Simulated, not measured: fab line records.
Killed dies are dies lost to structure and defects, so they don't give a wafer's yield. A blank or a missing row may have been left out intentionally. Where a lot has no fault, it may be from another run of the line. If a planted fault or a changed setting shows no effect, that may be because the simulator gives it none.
Matching of chambers :: flow n5-finfet :: ald-metal-03 running N5_BEOL_M8_ALD_77: 4 sister chambers
The step deposits TaN, target thk 2 nm, pulse time 2 s, purge time 3 s. 30 wafers are shown with their chamber, then 12 later ones without.

== WAFERS, EACH WITH ITS CHAMBER ==
wafer: L074.1
chamber: 1
heater-power-w (W): 460
precursor-vessel-pressure-torr (Torr): 26.22
precursor-vessel-carrier-sccm (sccm): 1002

wafer: L074.4
chamber: 0
heater-power-w (W): 395
precursor-vessel-pressure-torr (Torr): 26.25
precursor-vessel-carrier-sccm (sccm): 995

wafer: L074.6
chamber: 2
heater-power-w (W): 433
precursor-vessel-pressure-torr (Torr): 26.23
precursor-vessel-carrier-sccm (sccm): 995

wafer: L075.2
chamber: 3
heater-power-w (W): 395
precursor-vessel-pressure-torr (Torr): 26.22
precursor-vessel-carrier-sccm (sccm): 1003

wafer: L075.4
chamber: 2
heater-power-w (W): 449
precursor-vessel-pressure-torr (Torr): 26.25
precursor-vessel-carrier-sccm (sccm): 997

wafer: L075.5
chamber: 2
heater-power-w (W): 443
precursor-vessel-pressure-torr (Torr): 26.24
precursor-vessel-carrier-sccm (sccm): 1001

wafer: L078.1
chamber: 2
heater-power-w (W): 438
precursor-vessel-pressure-torr (Torr): 26.19
precursor-vessel-carrier-sccm (sccm): 996

wafer: L078.2
chamber: 1
heater-power-w (W): 449
precursor-vessel-pressure-torr (Torr): 26.24
precursor-vessel-carrier-sccm (sccm): 999

wafer: L078.4
chamber: 0
heater-power-w (W): 387
precursor-vessel-pressure-torr (Torr): 26.19
precursor-vessel-carrier-sccm (sccm): 1002

wafer: L080.2
chamber: 0
heater-power-w (W): 379
precursor-vessel-pressure-torr (Torr): 26.26
precursor-vessel-carrier-sccm (sccm): 1001

wafer: L080.3
chamber: 2
heater-power-w (W): 439
precursor-vessel-pressure-torr (Torr): 26.13
precursor-vessel-carrier-sccm (sccm): 1001

wafer: L080.4
chamber: 3
heater-power-w (W): 395
precursor-vessel-pressure-torr (Torr): 26.19
precursor-vessel-carrier-sccm (sccm): 998

wafer: L083.2
chamber: 2
heater-power-w (W): 438
precursor-vessel-pressure-torr (Torr): 26.21
precursor-vessel-carrier-sccm (sccm): 996

wafer: L083.5
chamber: 3
heater-power-w (W): 403
precursor-vessel-pressure-torr (Torr): 26.20
precursor-vessel-carrier-sccm (sccm): 995

wafer: L083.6
chamber: 2
heater-power-w (W): 442
precursor-vessel-pressure-torr (Torr): 26.25
precursor-vessel-carrier-sccm (sccm): 1001

wafer: L084.1
chamber: 1
heater-power-w (W): 446
precursor-vessel-pressure-torr (Torr): 26.24
precursor-vessel-carrier-sccm (sccm): 996

wafer: L084.3
chamber: 3
heater-power-w (W): 407
precursor-vessel-pressure-torr (Torr): 26.30
precursor-vessel-carrier-sccm (sccm): 998

wafer: L084.5
chamber: 1
heater-power-w (W): 449
precursor-vessel-pressure-torr (Torr): 26.22
precursor-vessel-carrier-sccm (sccm): 996

wafer: L086.1
chamber: 2
heater-power-w (W): 449
precursor-vessel-pressure-torr (Torr): 26.29
precursor-vessel-carrier-sccm (sccm): 995

wafer: L086.2
chamber: 1
heater-power-w (W): 442
precursor-vessel-pressure-torr (Torr): 26.23
precursor-vessel-carrier-sccm (sccm): 1004

wafer: L086.3
chamber: 3
heater-power-w (W): 408
precursor-vessel-pressure-torr (Torr): 26.20
precursor-vessel-carrier-sccm (sccm): 1002

wafer: L088.1
chamber: 0
heater-power-w (W): 390
precursor-vessel-pressure-torr (Torr): 26.29
precursor-vessel-carrier-sccm (sccm): 1000

wafer: L088.4
chamber: 1
heater-power-w (W): 453
precursor-vessel-pressure-torr (Torr): 26.33
precursor-vessel-carrier-sccm (sccm): 1002

wafer: L088.5
chamber: 3
heater-power-w (W): 405
precursor-vessel-pressure-torr (Torr): 26.18
precursor-vessel-carrier-sccm (sccm): 1001

wafer: L090.1
chamber: 0
heater-power-w (W): 376
precursor-vessel-pressure-torr (Torr): 26.21
precursor-vessel-carrier-sccm (sccm): 999

wafer: L090.5
chamber: 1
heater-power-w (W): 458
precursor-vessel-pressure-torr (Torr): 26.28
precursor-vessel-carrier-sccm (sccm): 999

wafer: L090.6
chamber: 0
heater-power-w (W): 383
precursor-vessel-pressure-torr (Torr): 26.17
precursor-vessel-carrier-sccm (sccm): 1000

wafer: L091.1
chamber: 0
heater-power-w (W): 390
precursor-vessel-pressure-torr (Torr): 26.27
precursor-vessel-carrier-sccm (sccm): 1002

wafer: L091.2
chamber: 2
heater-power-w (W): 441
precursor-vessel-pressure-torr (Torr): 26.31
precursor-vessel-carrier-sccm (sccm): 999

wafer: L091.4
chamber: 1
heater-power-w (W): 441
precursor-vessel-pressure-torr (Torr): 26.33
precursor-vessel-carrier-sccm (sccm): 1007

SIGNATURES (averages over the wafers above)
reading: heater-power-w
chamber 0: 385.71
chamber 1: 449.75
chamber 2: 441.33
chamber 3: 402.17
scatter within a chamber: 6.18

reading: precursor-vessel-pressure-torr
chamber 0: 26.2343
chamber 1: 26.2613
chamber 2: 26.2333
chamber 3: 26.2150
scatter within a chamber: 0.0478

reading: precursor-vessel-carrier-sccm
chamber 0: 999.86
chamber 1: 1000.62
chamber 2: 997.89
chamber 3: 999.50
scatter within a chamber: 3.03
Rule: for each reading, subtract the chamber's mean from the wafer's reading, divide by that reading's scatter and square the result; add these up over the readings and take the root, which gives the wafer's distance from the chamber. If the next closest chamber is less than 2 further off than the closest, the wafer can't be placed; otherwise it belongs to the closest. The scatter is the square root of a quotient: the sum, over the shown wafers, of each reading's squared deviation from its chamber's mean, divided by wafers minus chambers.

== WAFERS WHOSE CHAMBER IS MISSING ==
wafer: L094.4
heater-power-w (W): 403
precursor-vessel-pressure-torr (Torr): 26.20
precursor-vessel-carrier-sccm (sccm): 1002

wafer: L094.5
heater-power-w (W): 380
precursor-vessel-pressure-torr (Torr): 26.24
precursor-vessel-carrier-sccm (sccm): 1003

wafer: L094.6
heater-power-w (W): 455
precursor-vessel-pressure-torr (Torr): 26.27
precursor-vessel-carrier-sccm (sccm): 995

wafer: L076.2
heater-power-w (W): 445
precursor-vessel-pressure-torr (Torr): 26.22
precursor-vessel-carrier-sccm (sccm): 1006

wafer: L076.3
heater-power-w (W): 456
precursor-vessel-pressure-torr (Torr): 26.25
precursor-vessel-carrier-sccm (sccm): 1002

wafer: L076.5
heater-power-w (W): 396
precursor-vessel-pressure-torr (Torr): 26.20
precursor-vessel-carrier-sccm (sccm): 1003

wafer: L095.1
heater-power-w (W): 393
precursor-vessel-pressure-torr (Torr): 26.32
precursor-vessel-carrier-sccm (sccm): 996

wafer: L095.3
heater-power-w (W): 450
precursor-vessel-pressure-torr (Torr): 26.12
precursor-vessel-carrier-sccm (sccm): 1001

wafer: L095.6
heater-power-w (W): 444
precursor-vessel-pressure-torr (Torr): 26.28
precursor-vessel-carrier-sccm (sccm): 1005

wafer: L096.1
heater-power-w (W): 454
precursor-vessel-pressure-torr (Torr): 26.31
precursor-vessel-carrier-sccm (sccm): 999

wafer: L096.3
heater-power-w (W): 414
precursor-vessel-pressure-torr (Torr): 26.29
precursor-vessel-carrier-sccm (sccm): 1003

wafer: L096.4
heater-power-w (W): 453
precursor-vessel-pressure-torr (Torr): 26.30
precursor-vessel-carrier-sccm (sccm): 998

== WHICH CHAMBER EACH WENT THROUGH ==
wafer: L094.4
from the rows above: 3
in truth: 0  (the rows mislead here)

wafer: L094.5
from the rows above: 0
in truth: 0

wafer: L094.6
from the rows above: can't be placed: 1 or 2
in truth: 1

wafer: L076.2
from the rows above: can't be placed: 1 or 2
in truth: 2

wafer: L076.3
from the rows above: can't be placed: 1 or 2
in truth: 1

wafer: L076.5
from the rows above: can't be placed: 3 or 0
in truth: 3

wafer: L095.1
from the rows above: can't be placed: 0 or 3
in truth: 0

wafer: L095.3
from the rows above: can't be placed: 2 or 1
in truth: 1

wafer: L095.6
from the rows above: can't be placed: 1 or 2
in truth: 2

wafer: L096.1
from the rows above: can't be placed: 1 or 2
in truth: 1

wafer: L096.3
from the rows above: 3
in truth: 3

wafer: L096.4
from the rows above: can't be placed: 1 or 2
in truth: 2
Correctly placed: 2 of 12. Unplaceable from these rows: 9, with the true chamber sitting among the candidates in 9. Number placed wrongly: 1.
